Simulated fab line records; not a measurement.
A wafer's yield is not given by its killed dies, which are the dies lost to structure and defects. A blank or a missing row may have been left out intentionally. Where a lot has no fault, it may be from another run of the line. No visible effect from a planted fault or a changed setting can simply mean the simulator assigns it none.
fab line records :: flow n5-finfet
[record]
  lots = 4
  wafers = 12
  last-day = 18
route steps=1938 shown WELL_APT@36 PMOS_HMC_CHANNEL_EPI@57 BEOL_M4@1111 PASSIVATION@1936
lots that met no fault: from a run of the same line without faults
start-h: hours from the record's first day to the start of the lot's first wafer shown :: wait-h: how many hours have passed since the lot's step before this one :: " as in the row above :: L1.1+2: one row covering several wafers at once :: - either no value or no given start :: * or withheld: withheld :: < > ~ a bound
route shown NAME@n: NAME is a module with steps in the file, n the number in the route of the first one :: usual: the fault-free wafers' mean and standard deviation :: same: alike in all rows :: chamber/n: place in a boat :: sites: per-site readings :: _std_site: their standard deviation :: _edge_site: inner sites' mean taken away from outer sites' mean :: radius-mm: how far each site lies from the wafer's centre :: mask NAME#n: copy n :: behind: tool/chamber where the wafer was last shaped :: hold: cause of the lot's hold/its duration in hours/its outcome :: device: names the non-switching transistor (n, p or np) :: end of line: tests of these same wafers at the route's end :: for a step that has no rows: nothing shown but its recipe :: killed: at the first sort, the dies lost to defects and structure; wafer yield is something else :: map: a wafer's dies, x killed, . not, _ none there
set.NAME: the setting that was run; set.NAME@STEP: the one run at that earlier step :: model.NAME: the simulator's own value behind a step, which no gauge read
certain route steps with their lots: each step a table, each wafer a row
services: when a tool's chamber went out of use (start-h, in hours from the record's first day, below 0 if earlier), for how many hours, and the reason
[[steps]]
[step N5_WELL_APT_COAT_19]
[recipe]
  spin-rpm = 1357
  resist-thk-nm = 950
[step N5_WELL_APT_EBR_21]
[recipe]
  solvent = PGMEA
  ebr-width-mm = 1.5
[step N5_WELL_APT_SOFTBAKE_20]
[recipe]
  temp-c = 130
  time-s = 60
[step N5_WELL_APT_EXPOSE_22]
[recipe]
  mask-id = PWELL
  na = 0.8
  source-shape = conventional
  sigma-outer = 0.8
  polarization = unpolarized
  defocus-nm = 0
  target-cd-nm = 200
  dose-mj = 23.2
[step N5_WELL_APT_PEB_23]
[recipe]
  peb-temp-c = 130
  peb-time-s = 90
[step N5_WELL_APT_DEVELOP_24]
[recipe]
  develop-time-s = 45
  rinse-liquid = surfactant-rinse
  dry = air-spin
  dev-temp-c = 21
[step N5_WELL_APT_HARDBAKE_29]
[recipe]
  temp-c = 130
  time-s = 120
[step N5_WELL_APT_DESCUM_30]
[recipe]
  chemistry = O2
  time-s = 7.9
  source-power-w = 50
  bias-power-w = 20
  pressure-mtorr = 20
  rf-frequency-hz = 2.712e+07
  temp-c = 40
  o2-flow-sccm = 225
[step N5_WELL_APT_IMPLANT_31]
[recipe]
  species = B
  energy-kev = 60
  dose-cm2 = 1.5e+13
  tilt-deg = 0
  rotation-deg = 0
[step N5_WELL_APT_IMPLANT_32]
[recipe]
  species = BF2
  energy-kev = 50
  dose-cm2 = 2e+13
  tilt-deg = 0
  rotation-deg = 0
[usual]
  beam-energy-keV = 50.004/0.018
  tilt-deg = -0.005/0.021
lot.wafer: L418.1
tool: implanter-02
chamber: 0
start-h: 57.87
wait-h: 0.1
beam-energy-keV: 43.566
tilt-deg: -0.010
model.implant.rp-nm: 33.5
model.implant.drp-nm: 16.84

lot.wafer: L418.2
tool: implanter-02
chamber: 0
start-h: 57.87
wait-h: 0.1
beam-energy-keV: 43.563
tilt-deg: -0.037
model.implant.rp-nm: 33.5
model.implant.drp-nm: 16.84

lot.wafer: L418.4
tool: implanter-02
chamber: 0
start-h: 57.87
wait-h: 0.1
beam-energy-keV: 43.550
tilt-deg: 0.016
model.implant.rp-nm: 33.5
model.implant.drp-nm: 16.84

lot.wafer: L420.2
tool: implanter-02
chamber: 0
start-h: 69.35
wait-h: 0.1
beam-energy-keV: 43.559
tilt-deg: 0.002
model.implant.rp-nm: 33.77
model.implant.drp-nm: 16.84

lot.wafer: L420.3
tool: implanter-02
chamber: 0
start-h: 69.35
wait-h: 0.1
beam-energy-keV: 43.568
tilt-deg: 0.002
model.implant.rp-nm: 33.77
model.implant.drp-nm: 16.84

lot.wafer: L420.5
tool: implanter-02
chamber: 0
start-h: 69.35
wait-h: 0.1
beam-energy-keV: 43.559
tilt-deg: 0.037
model.implant.rp-nm: 33.77
model.implant.drp-nm: 16.84

lot.wafer: L432.1
tool: implanter-02
chamber: 0
start-h: 141.63
wait-h: 0.1
beam-energy-keV: 50.044
tilt-deg: 0.001
model.implant.rp-nm: 37.3
model.implant.drp-nm: 18.55

lot.wafer: L432.3
tool: implanter-02
chamber: 0
start-h: 141.63
wait-h: 0.1
beam-energy-keV: 50.048
tilt-deg: 0.011
model.implant.rp-nm: 37.3
model.implant.drp-nm: 18.55

lot.wafer: L432.4
tool: implanter-02
chamber: 0
start-h: 141.63
wait-h: 0.1
beam-energy-keV: 50.031
tilt-deg: -0.003
model.implant.rp-nm: 37.3
model.implant.drp-nm: 18.55

lot.wafer: L434.3
tool: implanter-01
chamber: 0
start-h: 153.91
wait-h: 0.1
beam-energy-keV: 50.004
tilt-deg: 0.035
model.implant.rp-nm: 35.38
model.implant.drp-nm: 18.55

lot.wafer: L434.4
tool: implanter-01
chamber: 0
start-h: 153.91
wait-h: 0.1
beam-energy-keV: 49.999
tilt-deg: -0.014
model.implant.rp-nm: 35.38
model.implant.drp-nm: 18.55

lot.wafer: L434.6
tool: implanter-01
chamber: 0
start-h: 153.91
wait-h: 0.1
beam-energy-keV: 49.984
tilt-deg: 0.002
model.implant.rp-nm: 35.38
model.implant.drp-nm: 18.55
[step N5_WELL_APT_STRIP_33]
[recipe]
  chemistry = SPM
  time-s = 900
  temp-c = 130
  h2so4-h2o2-vol-ratio = 4
  dry = ipa-marangoni
[step N5_WELL_APT_RTA_34]
[recipe]
  temp-c = 1000
  time-s = 10
  ambient = N2
  idle-temp-c = 600
  ramp-up-c-per-s = 150
  ramp-down-c-per-s = 60
  cool-to-c = 600
[step N5_WELL_APT_OXIDE_STRIP_42]
[recipe]
  chemistry = dHF
  dilution = 25:1
  time-s = 45
  temp-c = 25
  target = SiO2
  target-depth-a = 120
[step N5_WELL_APT_PRECLEAN_36]
[recipe]
  chemistry = O3/DIW
  time-s = 45
  temp-c = 22
  o3-ppm = 10
[step N5_WELL_APT_PRECLEAN_39]
[recipe]
  chemistry = dHF
  time-s = 60
  dilution = 150:1
  temp-c = 25
[step N5_WELL_APT_SRD_37]
[recipe]
  dry = ipa-marangoni
  do-ppb = 5
  time-s = 30
  temp-c = 23
  rinse-liquid = diw
[step N5_WELL_APT_EPI_41]
[recipe]
  material = Si
  target-thk-a = 500
  temp-c = 650
  precursor = SiH4/H2
  pressure-torr = 20
  time-s = 297.7
[step N5_PMOS_HMC_CHANNEL_EPI_HM_DEP_34]
[recipe]
  material = SiO2
  target-thk-a = 360
  temp-c = 400
  precursor = TEOS/O2
  pressure-torr = 6.5
  rf-w = 900
  teos-flow-sccm = 161.4
  gas = O2
  flow-sccm = 2650
  time-s = 6.9
[step N5_PMOS_HMC_CHANNEL_EPI_COAT_31]
[recipe]
  resist = BARC
  temp-c = 205
  time-s = 60
  spin-rpm = 1500
  resist-thk-nm = 66
[step N5_PMOS_HMC_CHANNEL_EPI_COAT_03]
[recipe]
  resist = CAR-ArF-block
  spin-rpm = 1500
  resist-thk-nm = 205
[step N5_PMOS_HMC_CHANNEL_EPI_EBR_05]
[recipe]
  solvent = PGMEA
  ebr-width-mm = 1.5
[step N5_PMOS_HMC_CHANNEL_EPI_SOFTBAKE_04]
[recipe]
  temp-c = 110
  time-s = 60
  resist = CAR-ArF-block
[step N5_PMOS_HMC_CHANNEL_EPI_EXPOSE_06]
[recipe]
  mask-id = PMOS_HMC_BLK
  na = 1.35
  source-shape = conventional
  sigma-outer = 0.8
  polarization = unpolarized
  target-cd-nm = 240
  dose-mj = 41
[step N5_PMOS_HMC_CHANNEL_EPI_PEB_07]
[recipe]
  peb-temp-c = 110
  peb-time-s = 60
  resist = CAR-ArF-block
[step N5_PMOS_HMC_CHANNEL_EPI_DEVELOP_08]
[recipe]
  develop-time-s = 30
  developer = TMAH
  resist = CAR-ArF-block
  dev-temp-c = 23
  rinse-liquid = diw
  dry = air-spin
[step N5_PMOS_HMC_CHANNEL_EPI_DESCUM_14]
[recipe]
  chemistry = O2
  time-s = 7.9
  source-power-w = 50
  bias-power-w = 20
  pressure-mtorr = 20
  rf-frequency-hz = 2.712e+07
  temp-c = 40
  resist = CAR-ArF-block
  o2-flow-sccm = 225
[step N5_PMOS_HMC_CHANNEL_EPI_ETCH_32]
[recipe]
  chemistry = N2/H2
  target = BARC
  stop-on = SiO2
  target-depth-a = 858
  over-etch-frac = 0.3
  time-s = 50.3
  ion-energy-ev = 200
  mask-material = CAR-ArF-block
  pressure-mtorr = 30
  source-w = 840
  bias-w = 150
  n2-flow-sccm = 200
  h2-flow-sccm = 200
[step N5_PMOS_HMC_CHANNEL_EPI_HM_OPEN_15]
[recipe]
  chemistry = CHF3/O2
  target = SiO2
  mask-material = CAR-ArF-block
  target-depth-a = 406
  CHF3_flow_sccm = 50
  O2_flow_sccm = 5
  Ar_flow_sccm = 200
  time-s = 20.3
  pressure-mtorr = 30
  source-w = 650
  bias-w = 170
  ion-energy-ev = 200
[step N5_PMOS_HMC_CHANNEL_EPI_STRIP_33]
[recipe]
  chemistry = N2/H2
  power-w = 500
  temp-c = 40
  pressure-mtorr = 50
  rf-frequency-hz = 6e+07
  overash-fraction = 0.3
  bias-power-w = 8
  h2-frac = 0.5
  n2-flow-sccm = 300
  h2-flow-sccm = 300
[step N5_PMOS_HMC_CHANNEL_EPI_STRIP_17]
[recipe]
  chemistry = SPM
  time-s = 750
  temp-c = 130
  h2so4-h2o2-vol-ratio = 4
  dry = ipa-marangoni
[step N5_PMOS_HMC_CHANNEL_EPI_ETCH_38]
[recipe]
  chemistry = CF4
  target = SiO2
  target-depth-a = 15
  ion-energy-ev = 350
  pressure-mtorr = 10
  icp-w = 800
  bias-w = 400
  cf4-flow-sccm = 80
[step N5_PMOS_HMC_CHANNEL_EPI_FIN_RECESS_16]
[recipe]
  chemistry = HBr/Cl2
  target = Si
  mask-material = SiO2
  target-depth-a = 540
  time-s = 18
  pressure-mtorr = 10
  icp-w = 800
  bias-w = 75
  HBr_flow_sccm = 150
  Cl2_flow_sccm = 80
[step N5_PMOS_HMC_CHANNEL_EPI_PRECLEAN_36]
[recipe]
  chemistry = O3/DIW
  time-s = 45
  temp-c = 22
  o3-ppm = 10
[step N5_PMOS_HMC_CHANNEL_EPI_PRECLEAN_18]
[recipe]
  chemistry = DHF
  time-s = 30
  temp-c = 25
  dilution = withheld
[step N5_PMOS_HMC_CHANNEL_EPI_SRD_19]
[recipe]
  dry = ipa-marangoni
  do-ppb = 5
  time-s = 30
  temp-c = 23
  rinse-liquid = diw
[step N5_BEOL_M4_RC_MEAS_101]
[usual]
  CJ_N = 4.28/0.082
  DIBL_N = 36.0/2.5
  DIBL_P = 36.2/3
  IOFF_N = 0.16/0.044
  IOFF_P = 0.21/0.049
  ION_N = 671/15
  ION_P = 461/8.7
  RS_PWELL = 3006/21
  SS_N = 71.5/0.72
  SS_P = 73.4/0.9
  VT_N = 251/4.4
  VT_P = -250/4
lot.wafer: L418.1
tool: prober-02
chamber: 0
start-h: 223.56
wait-h: 0.0
CJ_N: 4.46
DIBL_N[mV/V]: 36.6
DIBL_P[mV/V]: 37.4
IOFF_N[nA/um]: 0.16
IOFF_P[nA/um]: 0.23
ION_N[uA/um]: 683
ION_P[uA/um]: 476
RS_PWELL[ohm/sq]: 3068
SS_N[mV/dec]: 71.3
SS_P[mV/dec]: 73.5
VT_N[mV]: 250
VT_P[mV]: -249

lot.wafer: L418.2
tool: prober-02
chamber: 0
start-h: 223.56
wait-h: 0.0
CJ_N: 4.67
DIBL_N[mV/V]: 38.6
DIBL_P[mV/V]: 38.6
IOFF_N[nA/um]: 0.18
IOFF_P[nA/um]: 0.23
ION_N[uA/um]: 681
ION_P[uA/um]: 460
RS_PWELL[ohm/sq]: 3104
SS_N[mV/dec]: 70.9
SS_P[mV/dec]: 73.7
VT_N[mV]: 249
VT_P[mV]: -249

lot.wafer: L418.4
tool: prober-02
chamber: 0
start-h: 223.56
wait-h: 0.0
CJ_N: 4.60
DIBL_N[mV/V]: 37.7
DIBL_P[mV/V]: 38.2
IOFF_N[nA/um]: 0.17
IOFF_P[nA/um]: 0.24
ION_N[uA/um]: 670
ION_P[uA/um]: 464
RS_PWELL[ohm/sq]: 3090
SS_N[mV/dec]: 71.6
SS_P[mV/dec]: 72.8
VT_N[mV]: 250
VT_P[mV]: -251

lot.wafer: L420.2
tool: prober-01
chamber: 0
start-h: 233.52
wait-h: 0.2
CJ_N: 4.78
DIBL_N[mV/V]: 31.4
DIBL_P[mV/V]: 31.0
IOFF_N[nA/um]: 0.09
IOFF_P[nA/um]: 0.14
ION_N[uA/um]: 654
ION_P[uA/um]: 452
RS_PWELL[ohm/sq]: 3039
SS_N[mV/dec]: 70.4
SS_P[mV/dec]: 72.0
VT_N[mV]: 257
VT_P[mV]: -256

lot.wafer: L420.3
tool: prober-01
chamber: 0
start-h: 233.52
wait-h: 0.2
CJ_N: 4.70
DIBL_N[mV/V]: 36.7
DIBL_P[mV/V]: 38.6
IOFF_N[nA/um]: 0.18
IOFF_P[nA/um]: 0.27
ION_N[uA/um]: 673
ION_P[uA/um]: 467
RS_PWELL[ohm/sq]: 3016
SS_N[mV/dec]: 71.1
SS_P[mV/dec]: 73.7
VT_N[mV]: 247
VT_P[mV]: -247

lot.wafer: L420.5
tool: prober-01
chamber: 0
start-h: 233.52
wait-h: 0.2
CJ_N: 4.76
DIBL_N[mV/V]: 35.1
DIBL_P[mV/V]: 36.5
IOFF_N[nA/um]: 0.15
IOFF_P[nA/um]: 0.22
ION_N[uA/um]: 669
ION_P[uA/um]: 458
RS_PWELL[ohm/sq]: 3051
SS_N[mV/dec]: 71.6
SS_P[mV/dec]: 73.0
VT_N[mV]: 248
VT_P[mV]: -247

lot.wafer: L432.1
tool: prober-01
chamber: 0
start-h: 309.27
wait-h: 0.4
CJ_N: 4.22
DIBL_N[mV/V]: 36.4
DIBL_P[mV/V]: 36.8
IOFF_N[nA/um]: 0.18
IOFF_P[nA/um]: 0.27
ION_N[uA/um]: 693
ION_P[uA/um]: 481
RS_PWELL[ohm/sq]: 3035
SS_N[mV/dec]: 71.3
SS_P[mV/dec]: 72.0
VT_N[mV]: 243
VT_P[mV]: -242

lot.wafer: L432.3
tool: prober-01
chamber: 0
start-h: 309.27
wait-h: 0.4
CJ_N: 4.29
DIBL_N[mV/V]: 37.4
DIBL_P[mV/V]: 36.8
IOFF_N[nA/um]: 0.19
IOFF_P[nA/um]: 0.25
ION_N[uA/um]: 678
ION_P[uA/um]: 468
RS_PWELL[ohm/sq]: 3063
SS_N[mV/dec]: 70.8
SS_P[mV/dec]: 73.8
VT_N[mV]: 246
VT_P[mV]: -246

lot.wafer: L432.4
tool: prober-01
chamber: 0
start-h: 309.27
wait-h: 0.4
CJ_N: 4.30
DIBL_N[mV/V]: 36.1
DIBL_P[mV/V]: 34.6
IOFF_N[nA/um]: 0.15
IOFF_P[nA/um]: 0.20
ION_N[uA/um]: 666
ION_P[uA/um]: 458
RS_PWELL[ohm/sq]: 3015
SS_N[mV/dec]: 71.4
SS_P[mV/dec]: 72.9
VT_N[mV]: 250
VT_P[mV]: -251

lot.wafer: L434.3
tool: prober-02
chamber: 0
start-h: 319.01
wait-h: 0.3
CJ_N: 4.23
DIBL_N[mV/V]: 30.4
DIBL_P[mV/V]: 29.3
IOFF_N[nA/um]: 0.07
IOFF_P[nA/um]: 0.10
ION_N[uA/um]: 638
ION_P[uA/um]: 438
RS_PWELL[ohm/sq]: 3033
SS_N[mV/dec]: 70.0
SS_P[mV/dec]: 71.8
VT_N[mV]: 261
VT_P[mV]: -263

lot.wafer: L434.4
tool: prober-02
chamber: 0
start-h: 319.01
wait-h: 0.3
CJ_N: 4.20
DIBL_N[mV/V]: 35.3
DIBL_P[mV/V]: 35.9
IOFF_N[nA/um]: 0.12
IOFF_P[nA/um]: 0.18
ION_N[uA/um]: 662
ION_P[uA/um]: 456
RS_PWELL[ohm/sq]: 2993
SS_N[mV/dec]: 71.2
SS_P[mV/dec]: 73.4
VT_N[mV]: 256
VT_P[mV]: -255

lot.wafer: L434.6
tool: prober-02
chamber: 0
start-h: 319.01
wait-h: 0.3
CJ_N: 4.24
DIBL_N[mV/V]: 33.7
DIBL_P[mV/V]: 33.6
IOFF_N[nA/um]: 0.11
IOFF_P[nA/um]: 0.14
ION_N[uA/um]: 660
ION_P[uA/um]: 453
RS_PWELL[ohm/sq]: 3012
SS_N[mV/dec]: 71.0
SS_P[mV/dec]: 73.0
VT_N[mV]: 256
VT_P[mV]: -258
[step N5_PASSIVATION_PROBE_49]
[usual]
  defect-limited-yield = 91.7/1.4
  killed_at_M0_to_M3 = 31/11
  killed_at_M4_up = 13/4.6
  killed-at-contacts = 13/6.7
  killed-at-front-end = 39/9.6
  killed-at-other = 3.5/2.8
  killed-dies = 98/16
  killed-open = 64/11
  killed-short = 33/8.5
  sort_bin_5_function = 4.9/0.96
  sort_bin_6_memory = 3.1/0.59
  sort_bin_8_speed = 0.2/1.3
  sort-n-pass = 1080/23
  sort-yield-pct = 91.5/1.9
[same]
  gross-dies = 1180
  killed-at-back-side = 0
  sort_bin_4_leakage[%] = 0
lot.wafer: L418.1
tool: prober-02
chamber: -
start-h: 337.76
wait-h: 0.0
defect-limited-yield[%]: 92.6
killed_at_M0_to_M3: 21
killed_at_M4_up: 10
killed-at-contacts: 10
killed-at-front-end: 45
killed-at-other: 1
killed-dies: 87
killed-open: 58
killed-short: 29
sort_bin_5_function[%]: 4.8
sort_bin_6_memory[%]: 2.4
sort_bin_8_speed[%]: 0
sort-n-pass: 1093
sort-yield-pct[%]: 92.6

lot.wafer: L418.2
tool: prober-02
chamber: -
start-h: 337.81
wait-h: 0.1
defect-limited-yield[%]: 91.8
killed_at_M0_to_M3: 40
killed_at_M4_up: 10
killed-at-contacts: 10
killed-at-front-end: 36
killed-at-other: 1
killed-dies: 97
killed-open: 58
killed-short: 37
sort_bin_5_function[%]: 4.5
sort_bin_6_memory[%]: 3.5
sort_bin_8_speed[%]: 0
sort-n-pass: 1083
sort-yield-pct[%]: 91.8

lot.wafer: L418.4
tool: prober-02
chamber: -
start-h: 337.91
wait-h: 0.2
defect-limited-yield[%]: 91.4
killed_at_M0_to_M3: 36
killed_at_M4_up: 9
killed-at-contacts: 15
killed-at-front-end: 38
killed-at-other: 4
killed-dies: 102
killed-open: 67
killed-short: 33
sort_bin_5_function[%]: 4.4
sort_bin_6_memory[%]: 3.4
sort_bin_8_speed[%]: 0
sort-n-pass: 1078
sort-yield-pct[%]: 91.4

lot.wafer: L420.2
tool: prober-02
chamber: -
start-h: 339.34
wait-h: 0.1
defect-limited-yield[%]: 92.3
killed_at_M0_to_M3: 37
killed_at_M4_up: 13
killed-at-contacts: 10
killed-at-front-end: 30
killed-at-other: 1
killed-dies: 91
killed-open: 67
killed-short: 23
sort_bin_5_function[%]: 4.2
sort_bin_6_memory[%]: 3.4
sort_bin_8_speed[%]: 0
sort-n-pass: 1089
sort-yield-pct[%]: 92.3

lot.wafer: L420.3
tool: prober-02
chamber: -
start-h: 339.39
wait-h: 0.1
defect-limited-yield[%]: 92.5
killed_at_M0_to_M3: 34
killed_at_M4_up: 13
killed-at-contacts: 3
killed-at-front-end: 33
killed-at-other: 5
killed-dies: 88
killed-open: 58
killed-short: 30
sort_bin_5_function[%]: 4.8
sort_bin_6_memory[%]: 2.3
sort_bin_8_speed[%]: 0
sort-n-pass: 1092
sort-yield-pct[%]: 92.5

lot.wafer: L420.5
tool: prober-02
chamber: -
start-h: 339.49
wait-h: 0.2
defect-limited-yield[%]: 89.7
killed_at_M0_to_M3: 44
killed_at_M4_up: 16
killed-at-contacts: 12
killed-at-front-end: 45
killed-at-other: 4
killed-dies: 121
killed-open: 72
killed-short: 48
sort_bin_5_function[%]: 6.6
sort_bin_6_memory[%]: 3.3
sort_bin_8_speed[%]: 0
sort-n-pass: 1059
sort-yield-pct[%]: 89.7
// killed by level:class
L418.1 FIN_SAQP:geometric-particle:open=8 STI_FIN_REVEAL:geometric-particle:open=8 MOL_CONTACT_COAG:geometric-particle:open=8 FIN_SAQP:geometric-particle:short=7 DUMMY_GATE:geometric-particle:open=7 BEOL_M0_SAQP:geometric-particle:short=6 BEOL_M0:geometric-particle:open=5 GATE_CUT:geometric-particle:open=4
L418.2 FIN_SAQP:geometric-particle:open=9 BEOL_M3:geometric-particle:open=7 MOL_CONTACT_COAG:geometric-particle:open=6 BEOL_M0_SAQP:geometric-particle:short=6 BEOL_M0_SAQP:geometric-particle:open=5 GATE_CUT:geometric-particle:open=5 BEOL_M0:geometric-particle:open=5 BEOL_M0:geometric-particle:short=5
L418.4 MOL_CONTACT_COAG:geometric-particle:open=13 BEOL_M0_SAQP:geometric-particle:open=9 FIN_SAQP:geometric-particle:open=8 BEOL_M0_SAQP:geometric-particle:short=8 STI_FIN_REVEAL:geometric-particle:open=7 BEOL_M3:geometric-particle:short=6 DUMMY_GATE:geometric-particle:open=5 FIN_SAQP:geometric-particle:short=4
L420.2 BEOL_M0_SAQP:geometric-particle:open=12 FIN_SAQP:geometric-particle:short=9 FIN_SAQP:geometric-particle:open=8 MOL_CONTACT_COAG:geometric-particle:open=8 BEOL_M4:geometric-particle:open=8 BEOL_M1:geometric-particle:open=6 BEOL_M2:geometric-particle:open=6 BEOL_M3:geometric-particle:open=6
L420.3 FIN_SAQP:geometric-particle:short=11 BEOL_M3:geometric-particle:open=11 BEOL_M0_SAQP:geometric-particle:open=10 FIN_SAQP:geometric-particle:open=6 STI_FIN_REVEAL:geometric-particle:open=5 BEOL_M4:geometric-particle:short=4 BEOL_M2:geometric-particle:open=4 BEOL_M1:geometric-particle:open=4
L420.5 FIN_SAQP:geometric-particle:short=17 BEOL_M0_SAQP:geometric-particle:short=12 FIN_SAQP:geometric-particle:open=11 BEOL_M2:geometric-particle:open=11 MOL_CONTACT_COAG:geometric-particle:open=10 BEOL_M0_SAQP:geometric-particle:open=9 BEOL_M4:geometric-particle:open=7 STI_FIN_REVEAL:geometric-particle:open=3
[[services]]
tool: implanter-02
chamber: -
start-h: 71.26
hours: 5.4
kind: pm
[[key]]
[first-sign]
  step = N5_WELL_APT_IMPLANT_32
  reading = beam-energy-keV
  direction = down
  sigmas = 99+
  usual = 50.004
  struck = 43.561
[effect]
  step = N5_BEOL_M4_RC_MEAS_101
  reading = CJ_N
  direction = up
  sigmas = 4.6
  usual = 4.28
  struck = 4.66
[effect]
  step = N5_BEOL_M4_RC_MEAS_101
  reading = RS_PWELL
  direction = up
  sigmas = 2.6
  usual = 3006
  struck = 3061
[model-effect]
  step = N5_WELL_APT_IMPLANT_32
  value = implant.rp-nm
  without = 38.39
  struck = 33.64
met-at N5_WELL_APT_IMPLANT_32
struck-wafers L418.1,L418.2,L418.4,L420.2,L420.3,L420.5
[fault]
  kind = process-parameter-drift
  tool = implanter-02
  chamber = -
  onset-h = 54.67
  steps = N5_WELL_APT_IMPLANT_32
  channel = energy-kev
  offset = -6.4301
  shape = step
  end-h = 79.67
  acts-in = these-recipes-only
  stated = 50
